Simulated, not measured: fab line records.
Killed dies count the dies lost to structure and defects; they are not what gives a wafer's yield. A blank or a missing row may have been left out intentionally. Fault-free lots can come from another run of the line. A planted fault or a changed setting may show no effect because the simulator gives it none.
Matching of chambers + flow n5 finfet + 4 sister chambers for N5_MOL_CONTACT_COAG_ETCH_110 on rie diel-06
The step etches Si in CF4/O2, target depth 2.5 nm, time 8 s. 14 wafers are shown with their chamber, then 7 later ones without.

WAFERS WITH THEIR CHAMBER
| wafer  | chamber | drypump motor current A (A) | showerhead plenum p Torr (Torr) | oes_ar_750_au (a.u.) |
|--------|---------|-----------------------------|---------------------------------|----------------------|
| L075.1 | 3       | 6.0                         | 2.33                            | 0.81                 |
| L075.2 | 2       | 4.9                         | 2.21                            | 0.70                 |
| L075.5 | 2       | 4.9                         | 2.20                            | 0.70                 |
| L085.3 | 3       | 6.0                         | 2.32                            | 0.80                 |
| L085.4 | 1       | 5.8                         | 2.15                            | 0.76                 |
| L085.5 | 0       | 5.8                         | 2.37                            | 0.93                 |
| L087.1 | 0       | 5.8                         | 2.37                            | 0.91                 |
| L087.2 | 2       | 4.9                         | 2.19                            | 0.68                 |
| L087.3 | 3       | 6.0                         | 2.32                            | 0.79                 |
| L088.1 | 1       | 5.8                         | 2.15                            | 0.76                 |
| L088.4 | 3       | 6.0                         | 2.32                            | 0.79                 |
| L088.6 | 3       | 5.9                         | 2.32                            | 0.79                 |
| L094.2 | 3       | 6.0                         | 2.31                            | 0.78                 |
| L094.3 | 0       | 5.8                         | 2.36                            | 0.87                 |

SIGNATURES (averages over the wafers above)
| reading                  | chamber 0 | chamber 1 | chamber 2 | chamber 3 | scatter within a chamber |
|--------------------------|-----------|-----------|-----------|-----------|--------------------------|
| drypump motor current A  | 5.800     | 5.800     | 4.900     | 5.983     | 0.0289                   |
| showerhead plenum p Torr | 2.3667    | 2.1500    | 2.2000    | 2.3200    | 0.00683                  |
| oes_ar_750_au            | 0.9033    | 0.7600    | 0.6933    | 0.7933    | 0.0163                   |
Rule: a wafer's distance from a chamber is the root of the sum, over the readings, of the square of ((its reading less the chamber's mean) divided by the reading's scatter). If the next closest chamber is less than 2 further off than the closest, the wafer can't be placed; otherwise it belongs to the closest. The scatter: take each reading less its chamber's mean, square it, sum over the shown wafers, divide by the number of wafers less the number of chambers, and take the root.

WAFERS WHOSE CHAMBER IS MISSING
| wafer  | drypump motor current A (A) | showerhead plenum p Torr (Torr) | oes_ar_750_au (a.u.) |
|--------|-----------------------------|---------------------------------|----------------------|
| L094.6 | 5.8                         | 2.14                            | 0.75                 |
| L095.2 | 4.9                         | 2.19                            | 1.01                 |
| L095.3 | 5.8                         | 2.14                            | 0.75                 |
| L095.4 | 5.8                         | 2.36                            | 0.87                 |
| L097.1 | 5.8                         | 2.36                            | 0.87                 |
| L097.2 | 5.8                         | 2.14                            | 0.74                 |
| L097.3 | 5.0                         | 2.19                            | 0.98                 |

THE CHAMBER EACH PASSED THROUGH
| wafer  | from the rows above | in truth |
|--------|---------------------|----------|
| L094.6 | 1                   | 1        |
| L095.2 | 2                   | 2        |
| L095.3 | 1                   | 1        |
| L095.4 | 0                   | 0        |
| L097.1 | 0                   | 0        |
| L097.2 | 1                   | 1        |
| L097.3 | 2                   | 2        |
7 of 7 placed correctly. Not placeable from these rows: 0. Placed wrongly: 0.
